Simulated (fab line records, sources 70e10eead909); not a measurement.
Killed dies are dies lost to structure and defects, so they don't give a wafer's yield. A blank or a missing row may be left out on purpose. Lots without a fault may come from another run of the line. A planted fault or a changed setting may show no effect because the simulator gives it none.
fab line records | flow nand_harc
record lots=24 wafers=72 last_day=32
route steps=1302 shown A_SGD_CUT@907 A_WL_FILL@959 A_CONTACT@1003
lots that met no fault: from a run of the same line without faults
start_h: hours from the record's first day to the start of the lot's first wafer shown | wait_h: hours since the lot's step before | " the same as in the row above | L1.1+2: a row that stands for several wafers | - no value, or no start given | * or withheld: withheld | < > ~ a bound
route shown NAME@n: a module of which the file shows steps, and the number in the route of the first | usual: mean/standard deviation of fault-free wafers | same: alike in all rows | chamber/n: place in a boat | sites: the reading at each site | _std_site: their standard deviation | _edge_site: outer sites' mean less inner sites' | radius_mm: how far each site lies from the wafer's centre | mask NAME#n: copy n | behind: the tool/chamber that last shaped the wafer | hold: why the lot was held/for how many hours/how that ended | device: the transistor (n, p or np) that didn't switch | end of line: the same wafers' tests at the end of the route | a step without rows: its recipe alone | killed: dies lost to structure and defects at the first sort, not the wafer's yield | map: a wafer's dies, x killed, . not, _ none there
set.NAME: the setting as run; set.NAME@STEP: as run at that earlier step | model.NAME: the simulator's own value behind a step, which no gauge read
steps of the route over a sample of lots; a table a step, a row a wafer
services: from which hour (start_h, from the record's first day; less than 0 if before it) a tool's chamber was out of use, for how many hours, and why
## steps
# step NHARC_A_SGD_CUT_ETCH_15
# recipe target_depth_a=750 time_s=64.3 ch3f_flow_sccm=50 o2_flow_sccm=30 ar_flow_sccm=200 rf_w=500 bias_w=100 chemistry=CH3F/O2
# usual drypump_motor_current_A=5.8/0.35 oes_product_au=0.963/0.019 rf_vpp_V=263.2/1.8 showerhead_plenum_p_Torr=2.42/0.11 throttle_valve_pct=20.665/0.009
# columns lot.wafer tool chamber start_h wait_h drypump_motor_current_A oes_product_au rf_hours_counter_h rf_vpp_V showerhead_plenum_p_Torr throttle_valve_pct
L075.2 rie_diel-13 3 - - 5.7 0.936 4 263.3 2.41 20.683
L075.5 " 2 " " 5.4 0.931 - 267.2 2.64 20.653
L075.6 " 3 " " 5.7 0.942 - 262.4 2.41 20.683
L074.2 rie_diel-07 1 - - 6.0 0.959 7 264.8 2.51 20.651
L074.3 " 2 " " 6.2 0.962 8 262.1 2.34 20.672
L074.4 " 1 " " 6.0 0.967 - 263.2 2.51 20.672
L076.2 rie_diel-10 2 - - 5.9 0.968 3 261.4 2.33 20.659
L076.3 " 0 " " 5.8 0.946 3 262.4 2.37 20.664
L076.6 " 2 " " 5.9 0.973 - 263.5 2.33 20.671
L077.4 rie_diel-10 1 - - 6.4 0.972 4 262.2 2.38 20.664
L077.2 " 2 " " 5.9 0.981 4 262.2 2.33 20.672
L077.3 " 3 " " 5.4 0.977 4 261.7 2.31 20.677
L079.3 rie_diel-07 3 - - 5.8 0.951 8 266.6 2.55 20.671
L079.1 " 2 " " 6.2 0.977 8 262.0 2.34 20.661
L079.6 " 0 " " 5.4 0.957 - 264.1 2.45 20.652
L078.4 rie_diel-13 0 - - 5.3 0.961 5 262.4 2.29 20.655
L078.3 " 1 " " 6.2 0.945 6 265.5 2.59 20.663
L078.6 " 0 " " 5.2 0.963 - 260.5 2.29 20.670
L081.1 rie_diel-13 0 - - 5.3 0.960 6 261.9 2.29 20.661
L081.3 " 1 " " 6.2 0.971 6 265.1 2.59 20.666
L081.5 " 2 " " 5.4 0.973 - 266.1 2.63 20.650
L080.3 rie_diel-07 2 - - 6.2 0.963 2 262.9 2.34 20.674
L080.2 " 3 " " 5.8 0.930 2 265.0 2.55 20.653
L080.5 " 1 " " 6.0 0.965 - 265.0 2.51 20.662
L082.4 rie_diel-10 0 - - 5.8 0.947 9 262.4 2.36 20.672
L082.2 " 1 " " 6.4 0.978 9 263.1 2.38 20.654
L082.5 " 3 " " 5.4 0.972 - 262.4 2.31 20.659
L083.3 rie_diel-10 0 - - 5.8 0.942 11 263.0 2.36 20.656
L083.1 " 1 " " 6.4 0.962 10 261.7 2.38 20.670
L083.4 " 2 " " 5.9 0.979 10 263.0 2.33 20.665
L084.1 rie_diel-13 3 - - 5.7 0.974 0 262.8 2.41 20.650
L084.3 " 1 " " 6.2 0.983 1 263.3 2.59 20.667
L084.4 " 2 " " 5.4 0.984 0 264.8 2.63 20.658
L085.3 rie_diel-07 0 - - 5.4 0.964 3 265.2 2.45 20.656
L085.6 " 1 " " 6.0 0.987 - 263.4 2.51 20.655
L085.5 " 2 " " 6.2 0.975 - 261.7 2.34 20.664
L086.4 rie_diel-10 0 - - 5.8 0.973 13 263.6 2.36 20.671
L086.1 " 1 " " 6.4 0.956 13 263.7 2.38 20.678
L086.6 " 3 " " 5.4 0.987 - 260.2 2.31 20.665
L087.4 rie_diel-13 0 - - 5.3 0.980 2 262.0 2.29 20.674
L087.1 " 1 " " 6.2 0.959 2 265.6 2.58 20.659
L087.6 " 0 " " 5.3 0.990 - 261.3 2.29 20.655
L088.1 rie_diel-10 1 - - 6.4 0.920 15 263.6 2.38 20.670
L088.4 " 0 " " 5.8 0.916 14 263.3 2.36 20.668
L088.6 " 1 " " 6.4 0.912 - 263.6 2.38 20.660
L089.4 rie_diel-10 0 - - 5.8 0.966 15 262.2 2.36 20.662
L089.5 " 1 " " 6.4 0.972 - 260.9 2.38 20.670
L089.6 " 2 " " 5.9 0.955 - 261.5 2.33 20.686
L090.3 rie_diel-13 0 - - 5.2 0.973 4 260.9 2.29 20.676
L090.4 " 3 " " 5.7 0.954 3 262.6 2.41 20.661
L090.5 " 1 " " 6.2 0.952 - 266.6 2.58 20.669
L091.3 rie_diel-10 2 - - 5.9 0.988 1 261.1 2.33 20.659
L091.4 " 0 " " 5.8 0.970 1 263.0 2.36 20.651
L091.5 " 2 " " 5.9 0.993 - 260.5 2.33 20.666
L092.3 rie_diel-13 3 - - 5.7 0.979 5 262.1 2.41 20.650
L092.1 " 1 " " 6.2 0.937 5 265.4 2.58 20.673
L092.5 " 3 " " 5.7 0.974 - 262.7 2.41 20.665
L093.2 rie_diel-07 3 - - 5.8 0.941 10 266.9 2.55 20.674
L093.3 " 0 " " 5.4 0.954 8 264.0 2.45 20.655
L093.6 " 3 " " 5.8 0.935 - 265.3 2.55 20.669
L096.3 rie_diel-13 3 - - 5.7 0.981 6 263.1 2.41 20.661
L096.5 " 2 " " 5.4 0.950 - 266.9 2.63 20.666
L096.6 " 3 " " 5.7 0.980 - 263.3 2.41 20.647
L095.2 rie_diel-07 3 - - 5.8 0.954 11 266.2 2.55 20.660
L095.3 " 1 " " 6.0 0.969 10 263.8 2.51 20.656
L095.5 " 2 " " 6.2 0.970 - 263.0 2.34 20.684
L094.4 rie_diel-10 3 - - 5.4 0.979 3 260.8 2.30 20.664
L094.3 " 0 " " 5.8 0.991 4 262.5 2.36 20.664
L094.1 " 2 " " 5.9 0.975 3 260.1 2.33 20.651
L097.3 rie_diel-13 0 - - 5.2 0.952 7 261.3 2.29 20.659
L097.1 " 2 " " 5.4 0.930 7 267.3 2.63 20.672
L097.4 " 3 " " 5.7 0.942 7 263.2 2.41 20.682
# step NHARC_A_SGD_CUT_ETCHBACK_24
# recipe target_depth_a=500 over_etch_frac=0.3 time_s=92.857 ion_energy_ev=120 ch3f_flow_sccm=50 o2_flow_sccm=30 ar_flow_sccm=200 rf_w=500 bias_w=100 chemistry=CH3F/O2
# usual drypump_motor_current_A=5.8/0.35 oes_product_au=0.97/0.036 rf_vpp_V=243.7/1.7 showerhead_plenum_p_Torr=2.41/0.11 throttle_valve_pct=20.664/0.0087
# columns lot.wafer tool chamber start_h wait_h drypump_motor_current_A oes_product_au rf_hours_counter_h rf_vpp_V showerhead_plenum_p_Torr throttle_valve_pct
L075.2 rie_diel-10 1 455.09 0.2 6.4 0.98 3 243.5 2.38 20.668
L075.6 " 2 " " 5.9 1.00 - 243.9 2.33 20.657
L075.5 " 3 " " 5.4 0.99 - 241.1 2.31 20.669
L074.3 rie_diel-10 2 458.12 0.1 5.9 1.01 3 242.9 2.33 20.660
L074.4 " 0 " " 5.8 0.98 3 243.6 2.37 20.650
L074.2 " 1 " " 6.4 1.01 3 243.0 2.38 20.670
L076.3 rie_diel-13 1 464.14 0.1 6.2 0.97 5 245.3 2.59 20.659
L076.2 " 3 " " 5.7 1.01 6 244.3 2.41 20.657
L076.6 " 2 " " 5.4 0.99 - 247.5 2.63 20.656
L077.4 rie_diel-10 1 473.71 0.1 6.4 0.92 4 242.9 2.38 20.671
L077.2 " 2 " " 5.9 0.93 4 242.3 2.33 20.655
L077.3 " 0 " " 5.8 0.91 5 244.4 2.36 20.650
L079.1 rie_diel-13 2 473.72 0.2 5.4 0.92 6 245.5 2.64 20.663
L079.3 " 0 " " 5.3 0.92 5 241.9 2.29 20.673
L079.6 " 1 " " 6.2 0.91 - 246.9 2.59 20.660
L078.4 rie_diel-10 0 486.28 0.2 5.8 0.99 6 242.0 2.36 20.656
L078.3 " 1 " " 6.4 1.01 6 244.7 2.38 20.659
L078.6 " 3 " " 5.4 1.01 - 241.6 2.31 20.670
L081.3 rie_diel-13 1 504.25 0.1 6.2 0.92 7 245.5 2.59 20.674
L081.1 " 3 " " 5.7 0.92 8 242.9 2.41 20.673
L081.5 " 2 " " 5.4 0.92 - 246.3 2.63 20.661
L080.3 rie_diel-10 2 504.27 0.2 5.9 0.94 7 243.8 2.33 20.651
L080.2 " 3 " " 5.4 0.95 7 243.1 2.31 20.668
L080.5 " 2 " " 5.9 0.94 - 243.3 2.33 20.657
L082.4 rie_diel-10 1 523.33 0.1 6.4 0.97 9 242.2 2.38 20.650
L082.2 " 3 " " 5.4 0.96 9 242.3 2.31 20.665
L082.5 " 1 " " 6.4 0.97 - 243.5 2.38 20.653
L083.3 rie_diel-13 2 540.86 0.1 5.4 1.00 1 247.3 2.63 20.665
L083.1 " 3 " " 5.6 1.01 1 243.1 2.41 20.666
L083.4 " 0 " " 5.3 1.01 - 241.8 2.29 20.678
L084.4 rie_diel-10 2 540.86 0.1 5.9 1.00 11 243.5 2.33 20.666
L084.1 " 0 " " 5.8 0.98 11 244.1 2.36 20.663
L084.3 " 1 " " 6.4 1.00 11 243.3 2.38 20.654
L085.3 rie_diel-10 0 552.53 0.1 5.8 0.91 12 242.7 2.36 20.679
L085.6 " 0 " " 5.8 0.91 - 243.2 2.36 20.651
L085.5 " 1 " " 6.4 0.92 - 242.5 2.38 20.667
L087.4 rie_diel-07 2 566.29 0.1 6.2 1.00 6 242.8 2.34 20.664
L087.1 " 0 " " 5.4 0.98 4 243.1 2.45 20.677
L087.6 " 2 " " 6.2 0.98 - 243.4 2.34 20.662
L086.1 rie_diel-13 0 566.32 0.2 5.3 1.01 2 241.9 2.29 20.662
L086.4 " 1 " " 6.2 0.99 2 245.7 2.58 20.664
L086.6 " 3 " " 5.7 1.01 - 244.5 2.41 20.669
L088.1 rie_diel-10 3 581.98 0.1 5.4 0.94 15 241.7 2.31 20.659
L088.4 " 1 " " 6.4 0.92 15 242.9 2.38 20.672
L088.6 " 3 " " 5.4 0.94 - 242.6 2.31 20.658
L089.4 rie_diel-13 2 591.58 0.2 5.4 0.98 3 248.3 2.63 20.670
L089.6 " 3 " " 5.7 1.00 - 243.7 2.41 20.678
L089.5 " 0 " " 5.3 1.00 - 241.6 2.29 20.673
L090.3 rie_diel-07 0 604.89 0.2 5.4 0.95 6 243.3 2.45 20.676
L090.4 " 2 " " 6.2 0.98 8 242.5 2.34 20.670
L090.5 " 3 " " 5.8 0.95 - 246.3 2.55 20.653
L091.4 rie_diel-10 2 619.03 0.2 5.9 0.97 1 242.8 2.33 20.678
L091.3 " 0 " " 5.8 0.99 2 243.8 2.36 20.667
L091.5 " 3 " " 5.4 0.97 - 242.7 2.30 20.666
L092.1 rie_diel-07 3 619.04 0.1 5.8 0.97 10 245.5 2.55 20.663
L092.3 " 1 " " 6.0 1.01 9 244.1 2.51 20.661
L092.5 " 3 " " 5.8 0.98 - 245.9 2.55 20.656
L093.3 rie_diel-07 2 640.16 0.2 6.2 0.92 12 242.0 2.34 20.656
L093.2 " 0 " " 5.4 0.92 9 244.7 2.45 20.665
L093.6 " 3 " " 5.8 0.90 - 245.9 2.54 20.675
L096.3 rie_diel-10 1 640.17 0.1 6.4 1.02 4 244.5 2.37 20.660
L096.6 " 1 " " 6.4 1.03 - 245.0 2.37 20.687
L096.5 " 2 " " 5.9 1.01 - 242.8 2.33 20.666
L094.4 rie_diel-13 1 643.25 0.2 6.2 0.98 6 246.7 2.58 20.667
L094.3 " 2 " " 5.4 0.99 6 245.9 2.63 20.666
L094.1 " 3 " " 5.7 1.01 6 244.4 2.41 20.667
L095.3 rie_diel-07 1 643.27 0.2 6.0 0.95 11 244.6 2.51 20.667
L095.2 " 2 " " 6.2 0.94 12 243.3 2.34 20.670
L095.5 " 3 " " 5.8 0.89 - 245.9 2.55 20.673
L097.1 rie_diel-10 3 662.41 0.2 5.4 1.01 5 242.7 2.30 20.662
L097.4 " 0 " " 5.8 1.01 5 242.9 2.36 20.668
L097.3 " 2 " " 5.9 1.02 5 241.9 2.33 20.647
# step NHARC_A_WL_FILL_STRIP_27
# recipe power_w=1500 temp_c=250 time_s=20 chemistry=N2/H2
# usual drypump_motor_current_A=5.9/0.33 heater_power_w=334/34
# columns lot.wafer tool chamber start_h wait_h drypump_motor_current_A heater_power_w rf_hours_counter_h
L075.2 plasma_asher-02 1 475.14 0.1 5.9 344 9
L075.6 " 0 " " 5.4 369 -
L075.5 " 1 " " 5.9 349 -
L074.2 plasma_asher-02 0 481.57 0.1 5.4 364 10
L074.3 " 1 " " 5.9 353 -
L074.4 " 0 " " 5.4 375 -
L076.2 plasma_asher-02 0 486.12 0.1 5.4 368 11
L076.3 " 1 " " 5.9 352 -
L076.6 " 0 " " 5.4 356 -
L079.1 plasma_asher-01 0 495.91 0.1 6.2 338 31
L079.3 " 0 " " 6.2 345 -
L079.6 " 1 " " 6.2 288 -
L077.2 plasma_asher-01 1 497.90 0.1 6.2 279 31
L077.4 " 0 " " 6.3 334 -
L077.3 " 1 " " 6.2 283 -
L078.4 plasma_asher-02 1 506.47 0.1 5.9 339 -
L078.3 " 0 " " 5.4 361 -
L078.6 " 1 " " 5.9 353 -
L080.2 plasma_asher-02 0 528.15 0.1 5.4 369 19
L080.3 " 0 " " 5.4 355 -
L080.5 " 1 " " 5.9 351 -
L081.1 plasma_asher-02 0 528.31 0.1 5.4 359 19
L081.3 " 0 " " 5.4 357 -
L081.5 " 0 " " 5.4 373 -
L082.2 plasma_asher-02 1 546.51 0.2 5.9 349 20
L082.4 " 1 " " 5.9 349 -
L082.5 " 1 " " 5.9 344 -
L083.1 plasma_asher-02 0 560.93 0.1 5.4 355 24
L083.4 " 0 " " 5.4 364 -
L083.3 " 1 " " 5.9 351 -
L084.1 plasma_asher-01 0 561.13 0.1 6.2 322 10
L084.4 " 1 " " 6.3 275 -
L084.3 " 0 " " 6.2 331 -
L085.3 plasma_asher-01 1 572.79 0.2 6.2 274 -
L085.6 " 0 " " 6.3 314 -
L085.5 " 1 " " 6.2 274 -
L087.1 plasma_asher-02 1 587.86 0.1 5.9 344 30
L087.4 " 1 " " 5.9 343 -
L087.6 " 1 " " 5.9 350 -
L086.1 plasma_asher-02 0 590.23 0.1 5.4 356 30
L086.4 " 1 " " 5.9 351 -
L086.6 " 1 " " 5.9 343 -
L088.1 plasma_asher-01 0 603.46 0.1 6.2 333 20
L088.4 " 1 " " 6.2 272 -
L088.6 " 0 " " 6.2 325 -
L089.4 plasma_asher-01 1 615.92 0.1 6.2 276 -
L089.6 " 1 " " 6.2 275 -
L089.5 " 0 " " 6.3 324 -
L090.3 plasma_asher-01 1 629.51 0.1 6.2 267 -
L090.4 " 0 " " 6.2 327 -
L090.5 " 0 " " 6.3 332 -
L092.1 plasma_asher-02 0 640.74 0.1 5.5 370 6
L092.3 " 1 " " 5.9 344 -
L092.5 " 0 " " 5.4 369 -
L091.3 plasma_asher-02 0 641.10 0.1 5.4 370 -
L091.4 " 1 " " 5.9 348 -
L091.5 " 0 " " 5.4 371 -
L093.2 plasma_asher-02 1 659.93 0.1 5.9 343 10
L093.3 " 0 " " 5.4 377 -
L093.6 " 0 " " 5.4 376 -
L094.1 plasma_asher-02 1 665.22 0.1 5.9 346 11
L094.3 " 1 " " 5.9 330 -
L094.4 " 0 " " 5.4 374 -
L095.2 plasma_asher-01 1 665.41 0.1 6.2 269 34
L095.3 " 1 " " 6.2 267 -
L095.5 " 0 " " 6.2 317 -
L096.3 plasma_asher-01 0 665.61 0.1 6.2 330 -
L096.5 " 0 " " 6.2 333 -
L096.6 " 1 " " 6.2 277 -
L097.1 plasma_asher-01 0 685.76 0.1 6.2 326 37
L097.4 " 1 " " 6.2 273 -
L097.3 " 0 " " 6.3 317 -
# step NHARC_A_WL_FILL_ETCHBACK_16
# recipe target_depth_a=1200 time_s=24 c4f8_flow_sccm=withheld o2_flow_sccm=8 ar_flow_sccm=withheld rf_w=600 bias_w=800 chemistry=C4F8/O2/Ar
# usual oes_product_au=0.98/0.032 rf_vpp_V=723/4.2
# columns lot.wafer tool chamber start_h wait_h oes_product_au rf_hours_counter_h rf_vpp_V
L075.2 rie_diel-08 3 - - 0.99 2.7 723
L075.5 " 0 " " 0.98 - 720
L075.6 " 1 " " 0.97 - 719
L074.3 rie_diel-05 3 - - 0.93 1.6 718
L074.4 " 0 " " 0.92 1.6 729
L074.2 " 1 " " 0.93 1.7 719
L076.2 rie_diel-05 1 - - 0.96 1.8 716
L076.3 " 2 " " 0.96 1.5 724
L076.6 " 0 " " 0.96 - 729
L077.4 rie_diel-05 2 - - 0.99 1.8 726
L077.2 " 3 " " 1.01 1.8 720
L077.3 " 0 " " 1.00 1.8 730
L079.3 rie_diel-05 3 - - 1.00 1.8 718
L079.1 " 0 " " 1.00 1.8 730
L079.6 " 3 " " 1.00 - 718
L078.3 rie_diel-08 3 - - 1.00 3.5 722
L078.4 " 0 " " 0.98 4.0 720
L078.6 " 2 " " 0.99 - 730
L081.1 rie_diel-02 2 - - 1.01 7.8 725
L081.3 " 1 " " 1.00 7.8 722
L081.5 " 2 " " 1.01 - 726
L080.3 rie_diel-05 2 - - 0.99 3.0 726
L080.2 " 1 " " 0.98 2.9 718
L080.5 " 2 " " 0.98 - 724
L082.4 rie_diel-02 1 - - 0.99 8.5 724
L082.2 " 2 " " 1.01 8.6 724
L082.5 " 2 " " 1.00 - 726
L084.4 rie_diel-05 3 - - 0.94 4.0 718
L084.3 " 1 " " 0.94 3.9 718
L084.1 " 2 " " 0.93 4.1 724
L083.3 rie_diel-08 2 - - 1.01 0.8 729
L083.4 " 3 " " 1.01 0.7 721
L083.1 " 1 " " 1.00 0.8 718
L085.3 rie_diel-05 1 - - 0.93 4.0 717
L085.6 " 2 " " 0.92 - 724
L085.5 " 3 " " 0.93 - 718
L086.4 rie_diel-08 1 - - 1.00 1.5 719
L086.1 " 3 " " 0.99 1.6 724
L086.6 " 2 " " 1.00 - 729
L087.4 rie_diel-02 0 - - 1.01 0.7 726
L087.1 " 1 " " 1.00 0.7 722
L087.6 " 3 " " 1.01 - 721
L088.4 rie_diel-08 3 - - 0.97 1.7 722
L088.1 " 1 " " 0.98 1.8 718
L088.6 " 0 " " 1.00 - 721
L089.4 rie_diel-08 2 - - 1.00 2.5 730
L089.6 " 0 " " 1.03 - 719
L089.5 " 1 " " 0.99 - 718
L090.4 rie_diel-05 3 - - 0.90 1.1 718
L090.3 " 0 " " 0.91 0.8 731
L090.5 " 0 " " 0.90 - 730
L092.1 rie_diel-02 0 - - 1.01 3.7 725
L092.3 " 1 " " 1.01 4.0 724
L092.5 " 0 " " 1.00 - 726
L091.3 rie_diel-08 3 - - 0.99 3.1 721
L091.4 " 1 " " 0.99 - 719
L091.5 " 3 " " 0.99 - 722
L093.3 rie_diel-08 3 - - 0.99 3.7 723
L093.2 " 0 " " 1.00 3.5 722
L093.6 " 1 " " 1.00 - 718
L094.3 rie_diel-08 3 - - 0.92 3.8 722
L094.4 " 0 " " 0.93 3.6 721
L094.1 " 1 " " 0.93 3.8 718
L095.3 rie_diel-02 3 - - 1.02 4.6 721
L095.2 " 1 " " 1.02 5.9 724
L095.5 " 2 " " 1.00 - 725
L096.3 rie_diel-08 0 - - 1.01 3.6 721
L096.5 " 1 " " 0.99 - 718
L096.6 " 2 " " 1.01 - 730
L097.4 rie_diel-05 2 - - 0.98 2.4 725
L097.1 " 3 " " 0.97 2.2 718
L097.3 " 0 " " 0.96 1.9 729
# step NHARC_A_CONTACT_ETCH_50
# recipe target_depth_a=1210 time_s=60.5 cf4_flow_sccm=100 chf3_flow_sccm=30 ar_flow_sccm=0 rf_w=500 bias_w=200 chemistry=CF4/CHF3
# usual drypump_motor_current_A=5.7/0.49 oes_product_au=0.955/0.025 rf_vpp_V=371.5/2.1 showerhead_plenum_p_Torr=1.60/0.061 throttle_valve_pct=16.802/0.0098
# columns lot.wafer tool chamber start_h wait_h drypump_motor_current_A oes_product_au rf_hours_counter_h rf_vpp_V showerhead_plenum_p_Torr throttle_valve_pct
L075.2 rie_diel-01 1 - - 5.2 0.920 39 374.3 1.69 16.809
L075.6 " 1 " " 5.2 0.916 - 374.4 1.69 16.782
L075.5 " 2 " " 6.7 0.946 - 374.8 1.66 16.806
L074.4 rie_diel-01 3 - - 5.7 0.916 41 368.9 1.55 16.800
L074.3 " 0 " " 5.8 0.950 35 371.2 1.62 16.789
L074.2 " 1 " " 5.3 0.906 42 373.7 1.69 16.825
L076.2 rie_diel-04 3 - - 5.2 0.978 27 368.8 1.53 16.806
L076.3 " 0 " " 5.5 0.964 23 372.2 1.63 16.800
L076.6 " 3 " " 5.2 0.968 - 369.7 1.53 16.821
L079.3 rie_diel-01 0 - - 5.8 0.937 41 372.2 1.62 16.807
L079.1 " 2 " " 6.7 0.932 42 374.6 1.66 16.790
L079.6 " 0 " " 5.8 0.937 - 370.9 1.62 16.790
L077.4 rie_diel-01 2 - - 6.7 0.942 43 374.0 1.66 16.800
L077.2 " 3 " " 5.7 0.902 47 369.3 1.55 16.803
L077.3 " 0 " " 5.8 0.938 42 372.8 1.62 16.807
L078.4 rie_diel-04 0 - - 5.5 0.931 29 373.2 1.63 16.797
L078.3 " 1 " " 6.0 0.969 27 370.0 1.55 16.809
L078.6 " 3 " " 5.2 0.959 - 369.0 1.53 16.792
L081.1 rie_diel-04 1 - - 6.0 0.998 2 368.4 1.54 16.805
L081.3 " 3 " " 5.2 0.951 2 369.2 1.53 16.802
L081.5 " 2 " " 6.1 0.972 - 375.2 1.66 16.816
L080.2 rie_diel-04 0 - - 5.5 0.967 3 372.2 1.63 16.797
L080.3 " 3 " " 5.2 0.936 3 370.2 1.53 16.795
L080.5 " 1 " " 5.9 0.972 - 369.0 1.54 16.813
L082.2 rie_diel-04 1 - - 5.9 0.988 6 370.8 1.54 16.797
L082.4 " 2 " " 6.1 0.985 5 373.2 1.66 16.804
L082.5 " 1 " " 5.9 0.981 - 368.9 1.54 16.806
L083.1 rie_diel-11 0 - - 4.7 0.938 49 369.3 1.53 16.795
L083.4 " 1 " " 4.9 0.907 39 376.1 1.69 16.782
L083.3 " 2 " " 5.9 0.909 44 368.9 1.55 16.816
L084.3 rie_diel-04 2 - - 6.1 1.002 7 373.2 1.66 16.799
L084.4 " 0 " " 5.5 0.973 9 373.4 1.63 16.785
L084.1 " 1 " " 6.0 0.962 8 371.5 1.54 16.816
L085.3 rie_diel-04 2 - - 6.1 0.972 10 374.0 1.66 16.811
L085.6 " 1 " " 5.9 0.959 - 370.4 1.54 16.796
L085.5 " 2 " " 6.1 0.977 - 374.0 1.66 16.800
L087.1 rie_diel-01 2 - - 6.7 0.988 10 374.7 1.65 16.807
L087.4 " 1 " " 5.2 0.948 11 374.1 1.68 16.806
L087.6 " 2 " " 6.7 0.988 - 371.9 1.65 16.784
L086.4 rie_diel-04 1 - - 6.0 0.975 15 368.0 1.54 16.812
L086.1 " 2 " " 6.1 0.984 14 374.3 1.66 16.792
L086.6 " 0 " " 5.4 0.973 - 373.6 1.63 16.794
L088.4 rie_diel-04 1 - - 5.9 0.986 19 370.3 1.54 16.813
L088.1 " 2 " " 6.1 0.978 18 373.2 1.66 16.801
L088.6 " 3 " " 5.2 0.980 - 369.3 1.52 16.798
L089.6 rie_diel-04 3 - - 5.2 0.957 - 369.7 1.52 16.809
L089.5 " 1 " " 5.9 0.976 - 369.4 1.54 16.811
L089.4 " 2 " " 6.1 0.969 - 373.1 1.66 16.813
L090.4 rie_diel-04 3 - - 5.1 0.966 18 368.0 1.52 16.794
L090.3 " 0 " " 5.5 0.973 22 372.7 1.63 16.795
L090.5 " 2 " " 6.1 0.985 - 372.9 1.66 16.809
L092.1 rie_diel-04 3 - - 5.2 0.954 19 369.2 1.52 16.804
L092.3 " 1 " " 6.0 0.977 26 369.3 1.54 16.801
L092.5 " 3 " " 5.2 0.956 - 368.4 1.52 16.807
L091.3 rie_diel-11 1 - - 4.9 0.949 12 375.0 1.68 16.806
L091.4 " 2 " " 5.9 0.944 12 369.8 1.55 16.788
L091.5 " 1 " " 4.9 0.953 - 372.9 1.68 16.797
L093.3 rie_diel-04 0 - - 5.5 0.974 28 372.0 1.62 16.798
L093.2 " 1 " " 5.9 0.984 30 368.3 1.54 16.798
L093.6 " 3 " " 5.2 0.965 - 369.0 1.52 16.809
L095.3 rie_diel-01 2 - - 6.7 0.945 38 373.9 1.65 16.802
L095.2 " 3 " " 5.7 0.936 38 368.8 1.54 16.805
L095.5 " 1 " " 5.2 0.919 - 373.3 1.67 16.821
L094.1 rie_diel-04 2 - - 6.1 0.926 29 374.8 1.65 16.789
L094.3 " 3 " " 5.2 0.912 24 370.1 1.52 16.793
L094.4 " 1 " " 6.0 0.931 31 368.6 1.54 16.794
L096.3 rie_diel-11 1 - - 4.9 0.922 21 374.9 1.68 16.801
L096.5 " 1 " " 4.9 0.906 - 374.2 1.68 16.808
L096.6 " 2 " " 6.0 0.924 - 369.3 1.55 16.797
L097.1 rie_diel-04 0 - - 5.5 0.964 33 372.6 1.62 16.792
L097.4 " 1 " " 6.0 0.976 35 369.8 1.54 16.804
L097.3 " 3 " " 5.2 0.957 28 369.9 1.52 16.805
# step NHARC_A_CONTACT_ETCH_117
# recipe source_w=withheld pressure_mtorr=20 bias_v=3000 time_s=190 target_depth_a=18500 ar_flow_sccm=withheld c4f8_flow_sccm=withheld o2_flow_sccm=withheld chemistry=C4F8/O2/Ar
# columns lot.wafer tool chamber start_h wait_h rf_hours_counter_h
L075.2 har_cap_etch-03 0 500.65 0.1 36
L075.6 " 1 " " -
L075.5 " 0 " " -
L074.2 har_cap_etch-03 1 508.13 0.1 38
L074.4 " 1 " " -
L074.3 " 0 " " -
L076.2 har_cap_etch-03 0 513.17 0.1 41
L076.3 " 0 " " -
L076.6 " 0 " " -
L079.1 har_cap_etch-01 0 521.87 0.1 3
L079.3 " 1 " " -
L079.6 " 1 " " -
L077.2 har_cap_etch-03 0 523.50 0.1 45
L077.3 " 1 " " -
L077.4 " 0 " " -
L078.4 har_cap_etch-01 1 532.26 0.1 -
L078.3 " 0 " " -
L078.6 " 0 " " -
L081.1 har_cap_etch-03 1 557.23 0.1 51
L081.3 " 1 " " -
L081.5 " 1 " " -
L080.2 har_cap_etch-01 1 558.09 0.1 12
L080.3 " 0 " " -
L080.5 " 0 " " -
L082.2 har_cap_etch-01 0 574.24 0.1 14
L082.4 " 0 " " -
L082.5 " 1 " " -
L083.1 har_cap_etch-01 0 586.12 0.1 17
L083.4 " 0 " " -
L083.3 " 1 " " -
L084.1 har_cap_etch-03 1 586.63 0.1 57
L084.4 " 1 " " -
L084.3 " 0 " " -
L085.3 har_cap_etch-02 1 598.49 0.1 -
L085.6 " 1 " " -
L085.5 " 0 " " -
L087.1 har_cap_etch-01 1 613.52 0.1 22
L087.4 " 1 " " -
L087.6 " 1 " " -
L086.1 har_cap_etch-03 1 615.42 0.1 62
L086.4 " 1 " " -
L086.6 " 0 " " -
L088.1 har_cap_etch-02 1 632.93 0.1 113
L088.4 " 0 " " -
L088.6 " 1 " " -
L089.4 har_cap_etch-01 0 641.37 0.1 -
L089.5 " 1 " " -
L089.6 " 0 " " -
L090.4 har_cap_etch-02 1 658.08 0.1 -
L090.3 " 0 " " -
L090.5 " 0 " " -
L092.1 har_cap_etch-01 0 665.88 0.1 32
L092.3 " 0 " " -
L092.5 " 0 " " -
L091.3 har_cap_etch-02 1 667.96 0.1 -
L091.4 " 0 " " -
L091.5 " 0 " " -
L093.2 har_cap_etch-01 1 684.78 0.1 36
L093.3 " 0 " " -
L093.6 " 1 " " -
L095.2 har_cap_etch-02 0 692.58 0.1 124
L095.3 " 0 " " -
L095.5 " 0 " " -
L094.1 har_cap_etch-01 1 692.90 0.1 38
L094.4 " 1 " " -
L094.3 " 0 " " -
L096.3 har_cap_etch-03 1 694.12 0.1 -
L096.5 " 1 " " -
L096.6 " 0 " " -
L097.1 har_cap_etch-03 0 710.25 0.1 79
L097.4 " 0 " " -
L097.3 " 1 " " -
## services
# columns tool chamber start_h hours kind
plasma_asher-02 - 426.76 9.0 pm
rie_diel-07 1 429.36 5.2 repair
rie_diel-13 0 438.46 9.6 repair
rie_diel-07 3 451.11 4.0 repair
rie_diel-07 - 471.20 9.0 pm
rie_diel-07 0 482.90 14.2 repair
rie_diel-07 - 485.61 0.4 repair
rie_diel-04 2 496.19 2.8 repair
rie_diel-04 1 498.93 8.8 repair
rie_diel-13 - 519.02 9.0 pm
rie_diel-04 3 524.19 1.3 repair
rie_diel-04 - 532.47 9.0 pm
rie_diel-07 - 534.36 0.2 repair
rie_diel-13 1 539.41 3.0 repair
rie_diel-04 2 556.39 3.3 repair
rie_diel-04 3 593.28 13.2 repair
rie_diel-10 - 596.65 9.0 pm
plasma_asher-02 - 602.20 1.4 repair
plasma_asher-02 - 603.76 9.0 pm
rie_diel-04 0 636.13 3.6 repair
rie_diel-07 - 648.20 9.0 pm
rie_diel-10 0 687.45 7.1 repair
plasma_asher-02 - 703.07 2.7 repair
rie_diel-04 - 709.72 9.0 pm
## key
fault none
